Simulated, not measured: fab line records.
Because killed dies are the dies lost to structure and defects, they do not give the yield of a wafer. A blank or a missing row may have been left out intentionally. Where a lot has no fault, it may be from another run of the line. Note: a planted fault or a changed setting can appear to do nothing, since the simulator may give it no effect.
Check of tool commonality / flow nandHarc / 1 lot, 3 wafers sampled

== REASON IT WAS OPENED ==
At NHARC_END_SORT_01 the reading killedDies is flagged on 1 of 1 lot. Wafers without a fault read 58, standard deviation 16.
Rule: flag the lot when none of its wafers has a number, or when each of its wafers that has one lies beyond 4 standard deviations from that mean. All remaining lots are regarded as sound.

lot=L684; measured=day 30 12:35; on=prober-01; killedDies, wafer by wafer=371 384 363; flag=FLAGGED
The numbers of the flagged lots are 373 on average: +315 against the usual, or +20 standard deviations.

== TOOL THAT RAN EACH LOT ==
The record holds 4 process steps before the reading, out of a route of 1302 steps. Cell contents, in order: the tool; ch with the chambers the sampled wafers went through; the start.
lot=L684; flag=FLAGGED; NHARC_A_STAIRCASE_CVD_552=lpcvd-01 ch 0, day 23 15:04; NHARC_A_BONDPAD_CMP_19=cmp-02 ch 1,2,3, day 29 06:48; NHARC_THIN_TSV_STRIP_45=plasmaAsher-02 ch 0,1, day 29 20:31; NHARC_THIN_TSV_DEGAS_53=pvdSputter-01, day 30 00:10
What is done by these steps:
- NHARC_A_STAIRCASE_CVD_552: deposits SiNx, target thk 40 nm.
- NHARC_A_BONDPAD_CMP_19: polishes, t overpolish 30 s, cu recess touch 16 s, target thk 169.82 nm.
- NHARC_THIN_TSV_STRIP_45: strips in O2.
- NHARC_THIN_TSV_DEGAS_53: time 60 s.
- NHARC_END_SORT_01

== FLAGGED AGAINST TOTAL, ONE TOOL AT A TIME (gauges that did the reading follow at the end) ==
step=NHARC_A_STAIRCASE_CVD_552; tool=lpcvd-01; lots run=1; flagged=1; share of the flagged lots=all; sound lots run after its first flagged lot=0
step=NHARC_A_BONDPAD_CMP_19; tool=cmp-02; lots run=1; flagged=1; share of the flagged lots=all; sound lots run after its first flagged lot=0
step=NHARC_THIN_TSV_STRIP_45; tool=plasmaAsher-02; lots run=1; flagged=1; share of the flagged lots=all; sound lots run after its first flagged lot=0
step=NHARC_THIN_TSV_DEGAS_53; tool=pvdSputter-01; lots run=1; flagged=1; share of the flagged lots=all; sound lots run after its first flagged lot=0
step=NHARC_END_SORT_01; tool=prober-01; lots run=1; flagged=1; share of the flagged lots=all; sound lots run after its first flagged lot=0

== WHAT THE TABLE PERMITS ==
5 rows of the table ran every flagged lot: lpcvd-01 at NHARC_A_STAIRCASE_CVD_552, cmp-02 at NHARC_A_BONDPAD_CMP_19, plasmaAsher-02 at NHARC_THIN_TSV_STRIP_45, pvdSputter-01 at NHARC_THIN_TSV_DEGAS_53, prober-01 at NHARC_END_SORT_01.
- lpcvd-01 at NHARC_A_STAIRCASE_CVD_552: 1 of its 1 lot flagged. Because this sample shows no sound lot run on it before its first flagged lot, the start cannot be pinned down more closely.
- cmp-02 at NHARC_A_BONDPAD_CMP_19: 1 of its 1 lot flagged. Because this sample shows no sound lot run on it before its first flagged lot, the start cannot be pinned down more closely.
- plasmaAsher-02 at NHARC_THIN_TSV_STRIP_45: 1 of its 1 lot flagged. Because this sample shows no sound lot run on it before its first flagged lot, the start cannot be pinned down more closely.
- pvdSputter-01 at NHARC_THIN_TSV_DEGAS_53: 1 of its 1 lot flagged. Because this sample shows no sound lot run on it before its first flagged lot, the start cannot be pinned down more closely.
- prober-01 at NHARC_END_SORT_01: 1 of its 1 lot flagged. Because this sample shows no sound lot run on it before its first flagged lot, the start cannot be pinned down more closely.
Because each of these 5 tools fits a fault that began at some hour, counting lots does not separate them. More lots, or a look at what each step does to the wafer, might.

== WHAT WAS PUT IN BY THE SIMULATOR ==
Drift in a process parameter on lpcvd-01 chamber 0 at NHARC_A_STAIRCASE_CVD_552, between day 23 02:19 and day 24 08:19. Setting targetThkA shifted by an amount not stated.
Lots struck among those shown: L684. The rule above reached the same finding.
